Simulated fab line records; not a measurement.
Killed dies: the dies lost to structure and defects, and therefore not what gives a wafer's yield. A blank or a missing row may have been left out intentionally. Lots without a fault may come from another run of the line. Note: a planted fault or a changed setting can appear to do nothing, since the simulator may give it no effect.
fab line records || flow n5_finfet
[record] {"lots": 4, "wafers": 12, "last_day": 17}
route steps=1938 shown BEOL_M9@1413
lots that met no fault: from a run of the same line without faults
start_h: the number of hours between the record's first day and the start of the first shown wafer of the lot || wait_h: how many hours have passed since the lot's step before this one || " repeats the value in the row above || L1.1+2: one row covering several wafers at once || - either no value or no given start || * or withheld: withheld || < > ~ a bound
route shown NAME@n: names a module that has steps shown in the file, with the first one's number in the route || usual: average and standard deviation across the fault-free wafers || same: alike in all rows || chamber/n: place in a boat || sites: per-site readings || _std_site: the standard deviation of these || _edge_site: inner sites' mean taken away from outer sites' mean || radius_mm: how far each site lies from the wafer's centre || mask NAME#n: copy n || behind: the most recent tool/chamber to have shaped the wafer || hold: why the lot was held/for how many hours/how that ended || device: transistor that didn't switch, given as n, p or np || end of line: the same wafers' tests at the end of the route || where a step has no rows: the recipe by itself || killed: dies lost to structure and defects at the first sort, not the wafer's yield || map: shows each die of a wafer: x if killed, . if not, _ if none is there
set.NAME: the run value of the setting; set.NAME@STEP: its run value at that earlier step || model.NAME: the simulator's own value behind a step, which no gauge read
lots at selected steps of the route; one table per step, one row per wafer
services: when a tool's chamber went out of use (start_h, in hours from the record's first day, below 0 if earlier), for how many hours, and the reason
[[steps]]
[step N5_BEOL_M9_DEVELOP_10]
[recipe] {"develop_time_s": 30, "developer": "TMAH", "resist": "CAR-ArF", "rinse_liquid": "diw", "dry": "air_spin", "dev_temp_c": 23}
[step N5_BEOL_M9_DESCUM_16]
[recipe] {"chemistry": "O2", "time_s": 7.9, "source_power_w": 50, "bias_power_w": 20, "pressure_mtorr": 20, "rf_frequency_hz": 2.712e+07, "temp_c": 40, "resist": "CAR-ArF", "o2_flow_sccm": 225}
[step N5_BEOL_M9_ETCH_61]
[recipe] {"chemistry": "CF4", "target": "SiARC", "target_depth_a": 390, "mask_material": "CAR-ArF", "time_s": 65, "ion_energy_ev": 80, "pressure_mtorr": 40, "source_w": 545, "bias_w": 36, "Ar_flow_sccm": 100, "cf4_flow_sccm": 100, "ends": "cleared"}
[step N5_BEOL_M9_ETCH_62]
[recipe] {"chemistry": "N2/H2", "target": "SOC", "target_depth_a": 1100, "overetch_a": 220, "mask_material": "SiARC", "temp_c": 40, "time_s": 165, "ion_energy_ev": 200, "pressure_mtorr": 30, "source_w": 840, "bias_w": 150, "n2_flow_sccm": 200, "h2_flow_sccm": 200}
[step N5_BEOL_M9_STRIP_68]
[recipe] {"chemistry": "N2/H2", "temp_c": 40, "n2_flow_sccm": 200, "h2_flow_sccm": 200, "rf_frequency_hz": 6e+07}
[step N5_BEOL_M9_STRIP_67]
[recipe] {"chemistry": "CF4", "resist": "SiARC", "power_w": 300, "bias_power_w": 75, "pressure_mtorr": 50, "cf4_flow_sccm": 150, "rf_frequency_hz": 6e+07}
[step N5_BEOL_M9_HM_OPEN_17]
[recipe] {"chemistry": "Cl2/BCl3", "target_depth_a": 200, "overetch_a": 60, "target": "TiN", "mask_material": "SOC", "ion_energy_ev": 150, "pressure_mtorr": 10, "icp_w": 1000, "bias_w": 126, "Cl2_flow_sccm": 53.25, "bcl3_flow_sccm": 21.75, "Ar_flow_sccm": 25}
[step N5_BEOL_M9_STRIP_19]
[recipe] {"chemistry": "O2", "power_w": 400, "temp_c": 40, "pressure_mtorr": 30, "rf_frequency_hz": 6e+07, "bias_power_w": 0, "overash_fraction": 0.2, "o2_flow_sccm": 225}
[step N5_BEOL_M9_COAT_63]
[recipe] {"resist": "SOC", "temp_c": 250, "time_s": 60, "spin_rpm": 1500, "resist_thk_nm": 60}
[usual] {"exhaust_pa": "44.9/0.9", "spin_speed_rpm": "1500.0/1"}
{"lot.wafer": "L732.2", "tool": "litho_track-04", "chamber": 0, "start_h": 286.87, "wait_h": 1.6, "exhaust_pa": 45.7, "spin_speed_rpm": 1586.3, "model.SOC_of_BEOL_M9_COAT_63.thk_nm": 58.6}
{"lot.wafer": "L732.3", "tool": "litho_track-04", "chamber": 0, "start_h": 286.87, "wait_h": 1.6, "exhaust_pa": 44.9, "spin_speed_rpm": 1582.2, "model.SOC_of_BEOL_M9_COAT_63.thk_nm": 58.4}
{"lot.wafer": "L732.6", "tool": "litho_track-04", "chamber": 0, "start_h": 286.87, "wait_h": 1.6, "exhaust_pa": 44.8, "spin_speed_rpm": 1582.8, "model.SOC_of_BEOL_M9_COAT_63.thk_nm": 58.2}
{"lot.wafer": "L733.2", "tool": "litho_track-04", "chamber": 0, "start_h": 296.30, "wait_h": 1.3, "exhaust_pa": 44.9, "spin_speed_rpm": 1583.2, "model.SOC_of_BEOL_M9_COAT_63.thk_nm": 58.6}
{"lot.wafer": "L733.5", "tool": "litho_track-04", "chamber": 0, "start_h": 296.30, "wait_h": 1.3, "exhaust_pa": 43.3, "spin_speed_rpm": 1582.7, "model.SOC_of_BEOL_M9_COAT_63.thk_nm": 58.2}
{"lot.wafer": "L733.6", "tool": "litho_track-04", "chamber": 0, "start_h": 296.30, "wait_h": 1.3, "exhaust_pa": 44.5, "spin_speed_rpm": 1584.7, "model.SOC_of_BEOL_M9_COAT_63.thk_nm": 58.6}
{"lot.wafer": "L745.2", "tool": "litho_track-05", "chamber": 0, "start_h": 348.18, "wait_h": 2.5, "exhaust_pa": 44.2, "spin_speed_rpm": 1501.3, "model.SOC_of_BEOL_M9_COAT_63.thk_nm": 59.8}
{"lot.wafer": "L745.3", "tool": "litho_track-05", "chamber": 0, "start_h": 348.18, "wait_h": 2.5, "exhaust_pa": 44.5, "spin_speed_rpm": 1500.0, "model.SOC_of_BEOL_M9_COAT_63.thk_nm": 59.8}
{"lot.wafer": "L745.4", "tool": "litho_track-05", "chamber": 0, "start_h": 348.18, "wait_h": 2.5, "exhaust_pa": 44.6, "spin_speed_rpm": 1501.9, "model.SOC_of_BEOL_M9_COAT_63.thk_nm": 60}
{"lot.wafer": "L746.1", "tool": "litho_track-04", "chamber": 0, "start_h": 356.93, "wait_h": 1.3, "exhaust_pa": 44.9, "spin_speed_rpm": 1499.3, "model.SOC_of_BEOL_M9_COAT_63.thk_nm": 60.2}
{"lot.wafer": "L746.2", "tool": "litho_track-04", "chamber": 0, "start_h": 356.93, "wait_h": 1.3, "exhaust_pa": 44.7, "spin_speed_rpm": 1500.1, "model.SOC_of_BEOL_M9_COAT_63.thk_nm": 60.2}
{"lot.wafer": "L746.4", "tool": "litho_track-04", "chamber": 0, "start_h": 356.93, "wait_h": 1.3, "exhaust_pa": 46.0, "spin_speed_rpm": 1499.4, "model.SOC_of_BEOL_M9_COAT_63.thk_nm": 60.2}
[step N5_BEOL_M9_COAT_64]
[recipe] {"resist": "SiARC", "temp_c": 220, "time_s": 60, "spin_rpm": 1500, "resist_thk_nm": 12}
[step N5_BEOL_M9_COAT_75]
[recipe] {"resist": "underlayer", "temp_c": 205, "time_s": 60, "spin_rpm": 1500, "resist_thk_nm": 5}
[step N5_BEOL_M9_COAT_22]
[recipe] {"resist": "CAR-EUV", "spin_rpm": 1500, "resist_thk_nm": 30}
[step N5_BEOL_M9_EBR_24]
[recipe] {"solvent": "PGMEA", "ebr_width_mm": 1.5}
[step N5_BEOL_M9_SOFTBAKE_23]
[recipe] {"temp_c": 110, "time_s": 60, "resist": "CAR-EUV"}
[step N5_BEOL_M9_EXPOSE_25]
[recipe] {"mask_id": "V8", "na": 0.33, "source_shape": "annular", "sigma_inner": 0.4, "sigma_outer": 0.8, "polarization": "unpolarized", "dose_mj": 37.25}
[step N5_BEOL_M9_PEB_26]
[recipe] {"peb_temp_c": 100, "peb_time_s": 60, "resist": "CAR-EUV"}
[step N5_BEOL_M9_DEVELOP_27]
[recipe] {"develop_time_s": 30, "developer": "TMAH", "resist": "CAR-EUV", "rinse_liquid": "surfactant_rinse", "dry": "air_spin", "dev_temp_c": 23}
[step N5_BEOL_M9_DESCUM_33]
[recipe] {"chemistry": "O2", "time_s": 7, "source_power_w": 50, "bias_power_w": 20, "pressure_mtorr": 20, "rf_frequency_hz": 2.712e+07, "temp_c": 40, "resist": "CAR-EUV", "o2_flow_sccm": 225}
[step N5_BEOL_M9_ETCH_76]
[recipe] {"chemistry": "N2/H2", "target": "underlayer", "target_depth_a": 65, "mask_material": "CAR-EUV", "time_s": 5.2, "ion_energy_ev": 200, "pressure_mtorr": 30, "source_w": 840, "bias_w": 150, "n2_flow_sccm": 200, "h2_flow_sccm": 200, "ends": "cleared"}
[step N5_BEOL_M9_ETCH_65]
[recipe] {"chemistry": "CF4", "target": "SiARC", "target_depth_a": 156, "mask_material": "CAR-EUV", "time_s": 26, "ion_energy_ev": 80, "pressure_mtorr": 40, "source_w": 545, "bias_w": 36, "Ar_flow_sccm": 100, "cf4_flow_sccm": 100, "ends": "cleared"}
[step N5_BEOL_M9_ETCH_66]
[recipe] {"chemistry": "N2/H2", "target": "SOC", "target_depth_a": 800, "overetch_a": 160, "mask_material": "SiARC", "temp_c": 40, "time_s": 120, "ion_energy_ev": 200, "pressure_mtorr": 30, "source_w": 840, "bias_w": 150, "n2_flow_sccm": 200, "h2_flow_sccm": 200}
[usual] {"drypump_motor_current_A": "5.7/0.43", "oes_product_au": "0.61/0.058", "rf_vpp_V": "524/3.2", "showerhead_plenum_p_Torr": "2.57/0.11", "throttle_valve_pct": "17.97/0.21"}
{"lot.wafer": "L732.2", "tool": "rie_diel-04", "chamber": 3, "start_h": 287.38, "wait_h": 0.0, "drypump_motor_current_A": 6.2, "oes_product_au": 0.58, "rf_hours_counter_h": 155, "rf_vpp_V": 522, "showerhead_plenum_p_Torr": 2.46, "throttle_valve_pct": 18.28, "model.etch.depth_nm": 58.55}
{"lot.wafer": "L732.3", "tool": "rie_diel-04", "chamber": 2, "start_h": 287.38, "wait_h": 0.0, "drypump_motor_current_A": 6.2, "oes_product_au": 0.61, "rf_hours_counter_h": 73, "rf_vpp_V": 528, "showerhead_plenum_p_Torr": 2.68, "throttle_valve_pct": 18.08, "model.etch.depth_nm": 58.39}
{"lot.wafer": "L732.6", "tool": "rie_diel-04", "chamber": 0, "start_h": 287.38, "wait_h": 0.0, "drypump_motor_current_A": 4.8, "oes_product_au": 0.65, "rf_hours_counter_h": "-", "rf_vpp_V": 528, "showerhead_plenum_p_Torr": 2.71, "throttle_valve_pct": 17.66, "model.etch.depth_nm": 58.27}
{"lot.wafer": "L733.2", "tool": "rie_diel-02", "chamber": 0, "start_h": 296.81, "wait_h": 0.0, "drypump_motor_current_A": 5.8, "oes_product_au": 0.53, "rf_hours_counter_h": 228, "rf_vpp_V": 522, "showerhead_plenum_p_Torr": 2.52, "throttle_valve_pct": 18.12, "model.etch.depth_nm": 58.57}
{"lot.wafer": "L733.5", "tool": "rie_diel-02", "chamber": 3, "start_h": 296.81, "wait_h": 0.0, "drypump_motor_current_A": 5.7, "oes_product_au": 0.65, "rf_hours_counter_h": "-", "rf_vpp_V": 521, "showerhead_plenum_p_Torr": 2.49, "throttle_valve_pct": 18.02, "model.etch.depth_nm": 58.28}
{"lot.wafer": "L733.6", "tool": "rie_diel-02", "chamber": 2, "start_h": 296.81, "wait_h": 0.0, "drypump_motor_current_A": 5.9, "oes_product_au": 0.62, "rf_hours_counter_h": "-", "rf_vpp_V": 529, "showerhead_plenum_p_Torr": 2.69, "throttle_valve_pct": 17.87, "model.etch.depth_nm": 58.59}
{"lot.wafer": "L745.2", "tool": "rie_diel-05", "chamber": 3, "start_h": 348.78, "wait_h": 0.0, "drypump_motor_current_A": 5.9, "oes_product_au": 0.61, "rf_hours_counter_h": 95, "rf_vpp_V": 528, "showerhead_plenum_p_Torr": 2.68, "throttle_valve_pct": 17.78, "model.etch.depth_nm": 59.77}
{"lot.wafer": "L745.3", "tool": "rie_diel-05", "chamber": 2, "start_h": 348.78, "wait_h": 0.0, "drypump_motor_current_A": 5.5, "oes_product_au": 0.58, "rf_hours_counter_h": 140, "rf_vpp_V": 521, "showerhead_plenum_p_Torr": 2.44, "throttle_valve_pct": 17.96, "model.etch.depth_nm": 59.78}
{"lot.wafer": "L745.4", "tool": "rie_diel-05", "chamber": 1, "start_h": 348.78, "wait_h": 0.0, "drypump_motor_current_A": 6.3, "oes_product_au": 0.52, "rf_hours_counter_h": 239, "rf_vpp_V": 522, "showerhead_plenum_p_Torr": 2.52, "throttle_valve_pct": 18.33, "model.etch.depth_nm": 59.98}
{"lot.wafer": "L746.1", "tool": "rie_diel-05", "chamber": 1, "start_h": 357.40, "wait_h": 0.0, "drypump_motor_current_A": 6.3, "oes_product_au": 0.52, "rf_hours_counter_h": 242, "rf_vpp_V": 522, "showerhead_plenum_p_Torr": 2.52, "throttle_valve_pct": 18.33, "model.etch.depth_nm": 60.27}
{"lot.wafer": "L746.2", "tool": "rie_diel-05", "chamber": 0, "start_h": 357.40, "wait_h": 0.0, "drypump_motor_current_A": 5.3, "oes_product_au": 0.70, "rf_hours_counter_h": 19, "rf_vpp_V": 528, "showerhead_plenum_p_Torr": 2.73, "throttle_valve_pct": 17.88, "model.etch.depth_nm": 60.18}
{"lot.wafer": "L746.4", "tool": "rie_diel-05", "chamber": 2, "start_h": 357.40, "wait_h": 0.0, "drypump_motor_current_A": 5.5, "oes_product_au": 0.58, "rf_hours_counter_h": 143, "rf_vpp_V": 522, "showerhead_plenum_p_Torr": 2.44, "throttle_valve_pct": 17.96, "model.etch.depth_nm": 60.13}
[step N5_BEOL_M9_STRIP_69]
[recipe] {"chemistry": "N2/H2", "temp_c": 40, "n2_flow_sccm": 200, "h2_flow_sccm": 200, "rf_frequency_hz": 6e+07}
[step N5_BEOL_M9_STRIP_77]
[recipe] {"chemistry": "N2/H2", "temp_c": 40, "n2_flow_sccm": 200, "h2_flow_sccm": 200, "rf_frequency_hz": 6e+07}
[step N5_BEOL_M9_VIA_ETCH_34]
[recipe] {"chemistry": "C4F6/O2", "target": "SiCOH_lowk", "target_depth_a": 1824, "mask_material": "SOC", "taper_deg": 4, "time_s": 68.4, "ion_energy_ev": 250, "pressure_mtorr": 30, "source_w": 345, "bias_w": 185, "Ar_flow_sccm": 300, "C4F6_flow_sccm": 10, "O2_flow_sccm": 10}
[usual] {"drypump_motor_current_A": "5.7/0.43", "oes_f_703_au": "0.79/0.08", "oes_product_au": "0.81/0.082", "rf_vpp_V": "671/11", "showerhead_plenum_p_Torr": "2.87/0.11", "throttle_valve_pct": "20.98/0.21"}
{"lot.wafer": "L732.2", "tool": "rie_diel-04", "chamber": 3, "start_h": 287.48, "wait_h": 0.0, "drypump_motor_current_A": 6.1, "oes_f_703_au": 0.75, "oes_product_au": 0.75, "rf_hours_counter_h": 155, "rf_vpp_V": 658, "showerhead_plenum_p_Torr": 2.75, "throttle_valve_pct": 21.30, "model.SOC_of_BEOL_M9_COAT_63.thk_nm": 49.6}
{"lot.wafer": "L732.3", "tool": "rie_diel-04", "chamber": 2, "start_h": 287.48, "wait_h": 0.0, "drypump_motor_current_A": 6.2, "oes_f_703_au": 0.80, "oes_product_au": 0.82, "rf_hours_counter_h": 73, "rf_vpp_V": 685, "showerhead_plenum_p_Torr": 3.00, "throttle_valve_pct": 21.23, "model.SOC_of_BEOL_M9_COAT_63.thk_nm": 49.6}
{"lot.wafer": "L732.6", "tool": "rie_diel-04", "chamber": 0, "start_h": 287.48, "wait_h": 0.0, "drypump_motor_current_A": 4.8, "oes_f_703_au": 0.84, "oes_product_au": 0.86, "rf_hours_counter_h": "-", "rf_vpp_V": 673, "showerhead_plenum_p_Torr": 3.01, "throttle_valve_pct": 20.76, "model.SOC_of_BEOL_M9_COAT_63.thk_nm": 49.2}
{"lot.wafer": "L733.2", "tool": "rie_diel-02", "chamber": 0, "start_h": 296.91, "wait_h": 0.0, "drypump_motor_current_A": 5.7, "oes_f_703_au": 0.70, "oes_product_au": 0.69, "rf_hours_counter_h": 228, "rf_vpp_V": 673, "showerhead_plenum_p_Torr": 2.82, "throttle_valve_pct": 21.20, "model.SOC_of_BEOL_M9_COAT_63.thk_nm": 49.6}
{"lot.wafer": "L733.5", "tool": "rie_diel-02", "chamber": 3, "start_h": 296.91, "wait_h": 0.0, "drypump_motor_current_A": 5.7, "oes_f_703_au": 0.87, "oes_product_au": 0.87, "rf_hours_counter_h": "-", "rf_vpp_V": 668, "showerhead_plenum_p_Torr": 2.77, "throttle_valve_pct": 20.96, "model.SOC_of_BEOL_M9_COAT_63.thk_nm": 49}
{"lot.wafer": "L733.6", "tool": "rie_diel-02", "chamber": 2, "start_h": 296.91, "wait_h": 0.0, "drypump_motor_current_A": 5.9, "oes_f_703_au": 0.82, "oes_product_au": 0.83, "rf_hours_counter_h": "-", "rf_vpp_V": 678, "showerhead_plenum_p_Torr": 2.97, "throttle_valve_pct": 20.72, "model.SOC_of_BEOL_M9_COAT_63.thk_nm": 49.6}
{"lot.wafer": "L745.2", "tool": "rie_diel-05", "chamber": 3, "start_h": 348.88, "wait_h": 0.0, "drypump_motor_current_A": 5.9, "oes_f_703_au": 0.78, "oes_product_au": 0.80, "rf_hours_counter_h": 95, "rf_vpp_V": 668, "showerhead_plenum_p_Torr": 2.98, "throttle_valve_pct": 20.80, "model.SOC_of_BEOL_M9_COAT_63.thk_nm": 50.6}
{"lot.wafer": "L745.3", "tool": "rie_diel-05", "chamber": 2, "start_h": 348.88, "wait_h": 0.0, "drypump_motor_current_A": 5.5, "oes_f_703_au": 0.75, "oes_product_au": 0.77, "rf_hours_counter_h": 140, "rf_vpp_V": 656, "showerhead_plenum_p_Torr": 2.74, "throttle_valve_pct": 21.08, "model.SOC_of_BEOL_M9_COAT_63.thk_nm": 50.6}
{"lot.wafer": "L745.4", "tool": "rie_diel-05", "chamber": 1, "start_h": 348.88, "wait_h": 0.0, "drypump_motor_current_A": 6.3, "oes_f_703_au": 0.64, "oes_product_au": 0.66, "rf_hours_counter_h": 240, "rf_vpp_V": 665, "showerhead_plenum_p_Torr": 2.80, "throttle_valve_pct": 21.16, "model.SOC_of_BEOL_M9_COAT_63.thk_nm": 51.2}
{"lot.wafer": "L746.1", "tool": "rie_diel-05", "chamber": 1, "start_h": 357.50, "wait_h": 0.0, "drypump_motor_current_A": 6.3, "oes_f_703_au": 0.64, "oes_product_au": 0.66, "rf_hours_counter_h": 242, "rf_vpp_V": 665, "showerhead_plenum_p_Torr": 2.80, "throttle_valve_pct": 21.17, "model.SOC_of_BEOL_M9_COAT_63.thk_nm": 51.4}
{"lot.wafer": "L746.2", "tool": "rie_diel-05", "chamber": 0, "start_h": 357.50, "wait_h": 0.0, "drypump_motor_current_A": 5.4, "oes_f_703_au": 0.89, "oes_product_au": 0.92, "rf_hours_counter_h": 19, "rf_vpp_V": 697, "showerhead_plenum_p_Torr": 3.00, "throttle_valve_pct": 20.70, "model.SOC_of_BEOL_M9_COAT_63.thk_nm": 51.2}
{"lot.wafer": "L746.4", "tool": "rie_diel-05", "chamber": 2, "start_h": 357.50, "wait_h": 0.0, "drypump_motor_current_A": 5.5, "oes_f_703_au": 0.74, "oes_product_au": 0.76, "rf_hours_counter_h": 143, "rf_vpp_V": 656, "showerhead_plenum_p_Torr": 2.74, "throttle_valve_pct": 21.08, "model.SOC_of_BEOL_M9_COAT_63.thk_nm": 51}
[step N5_BEOL_M9_STRIP_73]
[recipe] {"chemistry": "C4F6/O2", "resist": "SiARC", "rf_frequency_hz": 6e+07}
[[services]]
{"tool": "rie_diel-04", "chamber": 1, "start_h": 263.33, "hours": "-", "kind": "clean"}
{"tool": "rie_diel-04", "chamber": 1, "start_h": 263.33, "hours": "-", "kind": "consumable_replace:focus_ring"}
{"tool": "rie_diel-04", "chamber": 1, "start_h": 263.33, "hours": 21.3, "kind": "scheduled_down"}
{"tool": "rie_diel-04", "chamber": 1, "start_h": 263.33, "hours": 21.3, "kind": "vent_cycle"}
{"tool": "rie_diel-05", "chamber": 0, "start_h": 273.24, "hours": "-", "kind": "clean"}
{"tool": "rie_diel-05", "chamber": 0, "start_h": 273.24, "hours": "-", "kind": "consumable_replace:focus_ring"}
{"tool": "rie_diel-05", "chamber": 0, "start_h": 273.24, "hours": "-", "kind": "consumable_replace:showerhead"}
{"tool": "rie_diel-04", "chamber": 3, "start_h": 352.37, "hours": 5.9, "kind": "repair"}
[[key]]
[first_sign] {"step": "N5_BEOL_M9_COAT_63", "reading": "spin_speed_rpm", "direction": "up", "sigmas": 82, "usual": "*", "struck": "*"}
effect none on later readings
[model_effect] {"step": "N5_BEOL_M9_COAT_63", "value": "SOC_of_BEOL_M9_COAT_63.thk_nm", "without": 60.03, "struck": 58.43}
[model_effect] {"step": "N5_BEOL_M9_ETCH_66", "value": "etch.depth_nm", "without": 60.06, "struck": 58.44}
[model_effect] {"step": "N5_BEOL_M9_VIA_ETCH_34", "value": "SOC_of_BEOL_M9_COAT_63.thk_nm", "without": 51.03, "struck": 49.43}
met_at N5_BEOL_M9_COAT_63
struck_wafers L732.2,L732.3,L732.6,L733.2,L733.5,L733.6
[fault] {"kind": "process_parameter_drift", "tool": "litho_track-04", "chamber": "-", "onset_h": 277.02, "steps": "N5_BEOL_M9_COAT_63", "channel": "spin_rpm", "offset": "*", "shape": "step", "end_h": 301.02, "acts_in": "*", "stated": "*"}
